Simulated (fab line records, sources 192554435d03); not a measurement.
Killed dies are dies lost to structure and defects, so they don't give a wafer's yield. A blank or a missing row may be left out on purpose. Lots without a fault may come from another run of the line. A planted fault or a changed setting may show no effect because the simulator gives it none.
fab line records | flow n5_finfet
record lots=12 wafers=35 last_day=18
route steps=1938 shown BEOL_M11@1593 BEOL_M12@1609 PASSIVATION@1936
lots that met no fault: from a run of the same line without faults
start_h: hours from the record's first day to the start of the lot's first wafer shown | wait_h: hours since the lot's step before | " the same as in the row above | L1.1+2: a row that stands for several wafers | - no value, or no start given | * or withheld: withheld | < > ~ a bound
route shown NAME@n: a module of which the file shows steps, and the number in the route of the first | usual: mean/standard deviation of fault-free wafers | same: alike in all rows | chamber/n: place in a boat | sites: the reading at each site | _std_site: their standard deviation | _edge_site: outer sites' mean less inner sites' | radius_mm: how far each site lies from the wafer's centre | mask NAME#n: copy n | behind: the tool/chamber that last shaped the wafer | hold: why the lot was held/for how many hours/how that ended | device: the transistor (n, p or np) that didn't switch | end of line: the same wafers' tests at the end of the route | a step without rows: its recipe alone | killed: dies lost to structure and defects at the first sort, not the wafer's yield | map: a wafer's dies, x killed, . not, _ none there
set.NAME: the setting as run; set.NAME@STEP: as run at that earlier step | model.NAME: the simulator's own value behind a step, which no gauge read
steps of the route over a sample of lots; a table a step, a row a wafer
services: from which hour (start_h, from the record's first day; less than 0 if before it) a tool's chamber was out of use, for how many hours, and why
## steps
# step N5_BEOL_M11_SPUTTER_48
# recipe material=Cu target_thk_a=120 temp_c=-20 bias_v=60 power_w=26000 chamber_pressure_pa=0.13 time_s=2
# usual substrate_temp_c=-19.99/0.1 throttle_valve_pct=29.6/0.95
# columns lot.wafer tool chamber start_h wait_h substrate_temp_c throttle_valve_pct
L612.1 pvd_sputter-03 - 224.22 0.1 -19.97 31.4
L612.2 " - " " -20.05 30.9
L612.6 " - " " -19.82 31.4
L614.1 pvd_sputter-01 - 234.95 2.4 -20.14 28.8
L614.2 " - " " -20.07 28.9
L614.4 " - " " -20.14 30.3
L616.3 pvd_sputter-01 - 236.71 0.1 -19.90 28.9
L616.5 " - " " -20.10 30.1
L616.6 " - " " -20.01 28.9
L615.2 pvd_sputter-02 - 246.34 0.1 -20.03 30.5
L615.5 " - " " -20.16 30.6
L615.6 " - " " -20.06 29.4
L618.3 pvd_sputter-03 - 269.81 0.2 -19.90 31.4
L618.5 " - " " -20.14 30.8
L618.6 " - " " -19.90 28.9
L621.2 pvd_sputter-01 - 282.38 0.1 -20.01 29.2
L621.5 " - " " -20.01 28.9
L621.6 " - " " -19.96 30.1
L622.2 pvd_sputter-02 - 282.69 0.1 -20.12 29.9
L622.3 " - " " -19.92 29.8
L622.6 " - " " -20.00 30.7
L620.1 pvd_sputter-03 - 286.28 0.6 -20.05 30.7
L620.4 " - " " -19.97 28.9
L620.5 " - " " -19.94 31.0
L628.3 pvd_sputter-01 - 319.24 0.1 -19.85 28.6
L628.5 " - " " -19.96 28.9
L633.3 pvd_sputter-02 - 348.53 0.1 -19.97 30.3
L633.4 " - " " -20.05 29.6
L633.5 " - " " -19.94 30.6
L635.1 pvd_sputter-01 - 365.83 0.1 -20.00 30.3
L635.2 " - " " -19.99 28.8
L635.3 " - " " -19.96 30.0
L634.3 pvd_sputter-01 - 382.29 0.1 -20.08 30.2
L634.4 " - " " -20.04 29.0
L634.5 " - " " -20.05 28.8
# step N5_BEOL_M11_ANNEAL_51
# recipe temp_c=225 time_s=90 ambient=N2
# usual wafer_temp_C_max=226.1/0.41
# columns lot.wafer tool chamber start_h wait_h wafer_temp_C_max
L612.1 rtp_anneal-01 0 224.62 0.3 226.4
L612.2 " 0 " " 226.9
L612.6 " 0 " " 226.5
L614.1 rtp_anneal-01 0 235.18 0.1 226.1
L614.2 " 0 " " 225.8
L614.4 " 0 " " 226.2
L616.3 rtp_anneal-01 0 237.03 0.1 226.2
L616.5 " 0 " " 226.1
L616.6 " 0 " " 226.9
L615.2 rtp_anneal-01 0 246.62 0.1 226.5
L615.5 " 0 " " 226.4
L615.6 " 0 " " 225.9
L618.3 rtp_anneal-02 0 270.13 0.1 225.8
L618.5 " 0 " " 225.7
L618.6 " 0 " " 225.5
L621.2 rtp_anneal-01 0 282.95 0.4 226.0
L621.5 " 0 " " 226.5
L621.6 " 0 " " 226.6
L622.2 rtp_anneal-02 0 283.22 0.4 225.5
L622.3 " 0 " " 225.6
L622.6 " 0 " " 225.8
L620.1 rtp_anneal-01 0 286.67 0.2 226.5
L620.4 " 0 " " 226.6
L620.5 " 0 " " 226.3
L628.3 rtp_anneal-01 0 319.55 0.1 226.8
L628.5 " 0 " " 226.2
L633.3 rtp_anneal-02 0 348.94 0.2 225.4
L633.4 " 0 " " 225.6
L633.5 " 0 " " 225.9
L635.1 rtp_anneal-02 0 366.53 0.6 225.8
L635.2 " 0 " " 225.8
L635.3 " 0 " " 226.2
L634.3 rtp_anneal-01 0 382.72 0.3 226.1
L634.4 " 0 " " 226.3
L634.5 " 0 " " 225.9
# step N5_BEOL_M11_THK_MEAS_53
# recipe thk_meas_gauge=xrf reads=Cu_of_BEOL_M11_ECD_50
# usual M11_THK=140.8/2.6
# columns lot.wafer tool chamber start_h wait_h M11_THK[nm]
L612.1 film_metro-01 - 225.21 - 138.2
L612.2 " - " " 139.2
L612.6 " - " " 139.5
L614.1 film_metro-02 - 235.77 - 137.7
L614.2 " - " " 138.0
L614.4 " - " " 138.8
L616.3 film_metro-02 - 237.53 - 141.4
L616.5 " - " " 142.0
L616.6 " - " " 146.5
L615.2 film_metro-02 - 247.17 - 140.9
L615.5 " - " " 138.2
L615.6 " - " " 137.2
L618.3 film_metro-01 - 270.63 - 139.5
L618.5 " - " " 138.9
L618.6 " - " " 140.9
L621.2 film_metro-02 - 283.49 - 141.1
L621.5 " - " " 141.4
L621.6 " - " " 144.1
L622.2 film_metro-01 - 283.77 - 141.4
L622.3 " - " " 139.7
L622.6 " - " " 141.7
L620.1 film_metro-02 - 287.26 - 139.4
L620.4 " - " " 139.1
L620.5 " - " " 139.0
L628.3 film_metro-02 - 320.07 - 146.2
L628.5 " - " " 138.3
L633.3 film_metro-02 - 349.46 - 140.3
L633.4 " - " " 143.6
L633.5 " - " " 139.8
L635.1 film_metro-01 - 367.12 - 140.0
L635.2 " - " " 138.7
L635.3 " - " " 139.0
L634.3 film_metro-02 - 383.23 - 142.0
L634.4 " - " " 142.8
L634.5 " - " " 142.8
# step N5_BEOL_M12_PEB_08
# recipe peb_temp_c=130 peb_time_s=90
# columns lot.wafer tool chamber start_h wait_h
L612.1+2+6 litho_track-04 0 225.72 0.1
L614.1+2+4 litho_track-04 0 236.40 0.1
L616.3+5+6 litho_track-03 0 238.17 0.0
L615.2+5+6 litho_track-04 0 247.68 0.0
L618.3+5+6 litho_track-04 0 271.27 0.0
L621.2+5+6 litho_track-04 0 284.13 0.0
L622.2+3+6 litho_track-04 0 284.43 0.0
L620.1+4+5 litho_track-01 0 287.79 0.1
L628.3+5 litho_track-04 0 320.61 0.0
L633.3+4+5 litho_track-01 0 352.99 0.0
L635.1+2+3 litho_track-03 0 367.63 0.1
L634.3+4+5 litho_track-04 0 383.74 0.0
# step N5_BEOL_M12_CD_MEAS_10
# recipe target_cd_nm=140 landing_energy_ev=500 detector=se_inlens polarity=opening
# usual cd_nm=140.5/1.4
# columns lot.wafer tool chamber start_h wait_h cd_nm
L612.1 cd_sem-02 0 225.83 - 140.4
L612.2 " 0 " " 140.9
L612.6 " 0 " " 142.1
L614.1 cd_sem-03 0 236.52 - 138.8
L614.2 " 0 " " 138.9
L614.4 " 0 " " 139.6
L616.3 cd_sem-01 0 238.28 - 138.8
L616.5 " 0 " " 141.9
L616.6 " 0 " " 140.6
L615.2 cd_sem-03 0 247.79 - 139.5
L615.5 " 0 " " 137.7
L615.6 " 0 " " 140.7
L618.3 cd_sem-01 0 271.38 - 140.7
L618.5 " 0 " " 139.5
L618.6 " 0 " " 141.3
L621.2 cd_sem-01 0 284.24 - 141.0
L621.5 " 0 " " 139.6
L621.6 " 0 " " 141.5
L622.2 cd_sem-03 0 284.55 - 140.3
L622.3 " 0 " " 146.2
L622.6 " 0 " " 141.4
L620.1 cd_sem-01 0 287.91 - 142.1
L620.4 " 0 " " 140.6
L620.5 " 0 " " 141.7
L628.3 cd_sem-01 0 320.72 - 146.0
L628.5 " 0 " " 146.1
L633.3 cd_sem-01 0 353.11 - 139.8
L633.4 " 0 " " 141.6
L633.5 " 0 " " 140.4
L635.1 cd_sem-01 0 367.75 - 142.2
L635.2 " 0 " " 142.4
L635.3 " 0 " " 142.6
L634.3 cd_sem-01 0 383.86 - 141.2
L634.4 " 0 " " 139.4
L634.5 " 0 " " 141.2
# step N5_PASSIVATION_PROBE_49
# usual defect_limited_yield=91.1/1.3 killed_at_M0_to_M3=34/10 killed_at_M4_up=14/5.7 killed_at_contacts=12/5.9 killed_at_front_end=41/12 killed_at_other=4/3.1 killed_dies=105/15 killed_open=69/11 killed_short=35/7.8 sort_bin_5_function=5.3/0.81 sort_bin_6_memory=3.3/0.75 sort_n_pass=1075/15 sort_yield_pct=91.1/1.3
# same gross_dies=1180 killed_at_back_side=0 sort_bin_4_leakage[%]=0 sort_bin_8_speed[%]=0
# columns lot.wafer tool chamber start_h wait_h defect_limited_yield[%] killed_at_M0_to_M3 killed_at_M4_up killed_at_contacts killed_at_front_end killed_at_other killed_dies killed_open killed_short sort_bin_5_function[%] sort_bin_6_memory[%] sort_n_pass sort_yield_pct[%]
L612.1 prober-02 - 267.79 0.0 91.3 37 15 15 33 3 103 72 31 5.2 3.6 1077 91.3
L612.2 prober-02 - 267.84 0.1 89.7 39 11 17 47 7 121 80 39 6.0 4.2 1059 89.7
L612.6 prober-02 - 268.04 0.3 92.5 26 10 17 33 3 89 55 28 4.5 2.5 1091 92.5
L614.1 prober-02 - 275.46 0.0 91.2 50 15 13 25 1 104 69 33 4.9 3.7 1076 91.2
L614.2 prober-02 - 275.51 0.1 91.7 22 12 11 39 14 98 68 28 5.8 2.3 1082 91.7
L614.4 prober-02 - 275.61 0.2 93.6 27 9 3 31 5 75 46 28 4.0 2.0 1105 93.6
L616.3 prober-01 - 279.42 0.1 92.7 20 11 24 29 2 86 61 23 4.4 2.7 1094 92.7
L616.5 prober-01 - 279.52 0.2 90.6 47 12 20 30 2 111 69 41 6.3 2.9 1069 90.6
L616.6 prober-01 - 279.57 0.3 92.2 29 14 8 40 1 92 59 30 5.3 2.2 1088 92.2
L622.2 prober-02 - 336.19 0.1 92.7 24 9 5 37 11 86 58 28 4.8 2.3 1094 92.7
L622.3 prober-02 - 336.24 0.1 92.0 19 2 16 55 2 94 61 32 3.8 4.0 1086 92.0
L622.6 prober-02 - 336.39 0.3 90.9 19 5 17 61 5 107 63 43 4.8 3.8 1073 90.9
L628.3 prober-02 - 363.68 0.1 92.4 25 9 8 41 7 90 67 22 4.5 3.0 1090 92.4
L628.5 prober-02 - 363.78 0.2 91.5 34 9 16 39 2 100 77 22 4.7 3.6 1080 91.5
L634.3 prober-01 - 423.49 0.7 92.1 42 12 7 29 3 93 59 34 4.3 3.3 1087 92.1
L634.4 prober-01 - 423.54 0.8 92.1 37 4 14 33 5 93 66 27 5.3 2.5 1087 92.1
L634.5 prober-01 - 423.59 0.8 89.7 44 10 22 42 4 122 85 37 5.9 4.0 1058 89.7
# killed by level:class
L612.1 BEOL_M3:geometric_particle:open=13 MOL_CONTACT_COAG:geometric_particle:open=11 BEOL_M1:geometric_particle:open=11 FIN_SAQP:geometric_particle:short=7 BEOL_M2:geometric_particle:open=7 BEOL_M8:geometric_particle:open=6 DUMMY_GATE:geometric_particle:open=5 FIN_SAQP:geometric_particle:open=4
L612.2 BEOL_M3:geometric_particle:open=18 MOL_CONTACT_COAG:geometric_particle:open=13 FIN_SAQP:geometric_particle:open=10 STI_FIN_REVEAL:geometric_particle:open=7 FIN_SAQP:geometric_particle:short=6 DUMMY_GATE:geometric_particle:open=5 BEOL_M1:geometric_particle:open=5 BEOL_M3:geometric_particle:short=5
L612.6 MOL_CONTACT_COAG:geometric_particle:open=15 BEOL_M3:geometric_particle:open=9 FIN_SAQP:geometric_particle:short=8 BEOL_M0_SAQP:geometric_particle:short=7 BEOL_M0_SAQP:geometric_particle:open=5 HKMG_FIN:area_etch=5 FIN_SAQP:geometric_particle:open=4 BEOL_M4:geometric_particle:open=4
L614.1 BEOL_M2:geometric_particle:open=14 MOL_CONTACT_COAG:geometric_particle:open=12 BEOL_M0_SAQP:geometric_particle:short=9 BEOL_M0_SAQP:geometric_particle:open=8 BEOL_M3:geometric_particle:open=6 BEOL_M0:geometric_particle:open=6 FIN_SAQP:geometric_particle:short=5 BEOL_M4:geometric_particle:short=4
L614.2 FIN_SAQP:geometric_particle:open=10 STI_FIN_REVEAL:geometric_particle:open=9 MOL_CONTACT_COAG:geometric_particle:open=9 PASS1_DEP:geometric_particle:open=8 FIN_SAQP:geometric_particle:short=6 BEOL_M0_SAQP:geometric_particle:short=6 BEOL_M1:geometric_particle:open=5 BEOL_M3:geometric_particle:open=4
L614.4 STI_FIN_REVEAL:geometric_particle:open=7 BEOL_M0_SAQP:geometric_particle:open=7 BEOL_M0_SAQP:geometric_particle:short=7 FIN_SAQP:geometric_particle:open=6 BEOL_M1:geometric_particle:open=5 FIN_SAQP:geometric_particle:short=4 STARTING-WAFER:geometric_particle:short=4 GATE_CUT:geometric_particle:short=3
L616.3 MOL_CONTACT_COAG:geometric_particle:open=23 DUMMY_GATE:geometric_particle:open=9 BEOL_M4:geometric_particle:open=8 GATE_CUT:geometric_particle:short=5 BEOL_M2:geometric_particle:open=4 BEOL_M1:geometric_particle:open=4 DUMMY_GATE:geometric_particle:short=3 BEOL_M0:geometric_particle:open=3
L616.5 BEOL_M2:geometric_particle:open=16 MOL_CONTACT_COAG:geometric_particle:open=10 MOL_CONTACT_COAG:geometric_particle:short=9 BEOL_M0_SAQP:geometric_particle:short=9 BEOL_M0:geometric_particle:open=8 BEOL_M0_SAQP:geometric_particle:open=6 GATE_CUT:geometric_particle:short=5 BEOL_M5:geometric_particle:open=5
L616.6 BEOL_M0_SAQP:geometric_particle:open=9 BEOL_M0_SAQP:geometric_particle:short=7 BEOL_M4:geometric_particle:open=7 STI_FIN_REVEAL:geometric_particle:open=6 DUMMY_GATE:geometric_particle:open=6 GATE_CUT:geometric_particle:short=6 FIN_SAQP:geometric_particle:open=5 MOL_CONTACT_COAG:geometric_particle:open=5
L622.2 FIN_SAQP:geometric_particle:short=8 FIN_SAQP:geometric_particle:open=7 BEOL_M2:geometric_particle:open=7 BEOL_M1:geometric_particle:open=6 DUMMY_GATE:geometric_particle:open=5 MIM_BOT:geometric_particle:open=5 STI_FIN_REVEAL:geometric_particle:open=4 MOL_CONTACT_COAG:geometric_particle:open=4
L622.3 FIN_SAQP:geometric_particle:short=19 FIN_SAQP:geometric_particle:open=15 MOL_CONTACT_COAG:geometric_particle:open=11 DUMMY_GATE:geometric_particle:open=7 BEOL_M2:geometric_particle:open=7 STI_FIN_REVEAL:geometric_particle:open=6 MOL_CONTACT_COAG:geometric_particle:short=5 BEOL_M3:geometric_particle:open=5
L622.6 FIN_SAQP:geometric_particle:short=16 FIN_SAQP:geometric_particle:open=13 MOL_CONTACT_COAG:geometric_particle:open=11 BEOL_M3:geometric_particle:open=9 MOL_CONTACT_COAG:geometric_particle:short=6 DUMMY_GATE:geometric_particle:open=5 GATE_CUT:geometric_particle:open=5 STARTING-WAFER:geometric_particle:short=5
L628.3 STI_FIN_REVEAL:geometric_particle:open=11 BEOL_M3:geometric_particle:open=10 MOL_CONTACT_COAG:geometric_particle:open=6 FIN_SAQP:geometric_particle:open=5 ILD0:geometric_particle:open=5 BEOL_M1:geometric_particle:open=4 STI_FIN_REVEAL:geometric_particle:short=3 BEOL_M4:geometric_particle:open=3
L628.5 STI_FIN_REVEAL:geometric_particle:open=13 MOL_CONTACT_COAG:geometric_particle:open=13 BEOL_M3:geometric_particle:open=13 FIN_SAQP:geometric_particle:open=9 BEOL_M1:geometric_particle:open=6 BEOL_M0_SAQP:geometric_particle:open=5 FIN_SAQP:geometric_particle:short=4 ILD0:geometric_particle:short=4
L634.3 BEOL_M0_SAQP:geometric_particle:open=15 BEOL_M0_SAQP:geometric_particle:short=14 GATE_CUT:geometric_particle:short=5 MOL_CONTACT_COAG:geometric_particle:open=5 BEOL_M3:geometric_particle:open=5 FIN_SAQP:geometric_particle:open=4 STI_FIN_REVEAL:geometric_particle:open=4 BEOL_M0:geometric_particle:open=4
L634.4 MOL_CONTACT_COAG:geometric_particle:open=14 BEOL_M3:geometric_particle:open=14 STI_FIN_REVEAL:geometric_particle:open=8 BEOL_M0_SAQP:geometric_particle:short=8 BEOL_M0_SAQP:geometric_particle:open=7 GATE_CUT:geometric_particle:short=5 FIN_SAQP:geometric_particle:open=4 ILD0:geometric_particle:open=4
L634.5 MOL_CONTACT_COAG:geometric_particle:open=16 STI_FIN_REVEAL:geometric_particle:open=12 BEOL_M0_SAQP:geometric_particle:open=12 FIN_SAQP:geometric_particle:open=10 BEOL_M0_SAQP:geometric_particle:short=9 BEOL_M3:geometric_particle:open=7 FIN_SAQP:geometric_particle:short=6 MOL_CONTACT_COAG:geometric_particle:short=6
## services
# columns tool chamber start_h hours kind
pvd_sputter-02 - 222.72 1.7 repair
litho_track-03 - 266.70 - consumable_replace:filter
rtp_anneal-01 - 295.09 4.3 pm
## key
first_sign step=N5_BEOL_M12_CD_MEAS_10 reading=cd_nm direction=up sigmas=3.9 usual=140.5 struck=146.1
effect none on later readings
met_at N5_BEOL_M12_PEB_08
struck_lots L622,L628
struck_wafers L622.3,L628.3,L628.5
not_acting_at N5_BEOL_M11_SPUTTER_48,N5_BEOL_M11_ANNEAL_51,N5_BEOL_M11_THK_MEAS_53
onset_between 284.13 284.43
fault kind=process_parameter_drift tool=litho_track-04 chamber=- onset_h=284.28 steps=N5_BEOL_M12_PEB_08 channel=peb_time_s offset=* shape=step end_h=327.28 scope=struck_wafers_only acts_in=* stated=*
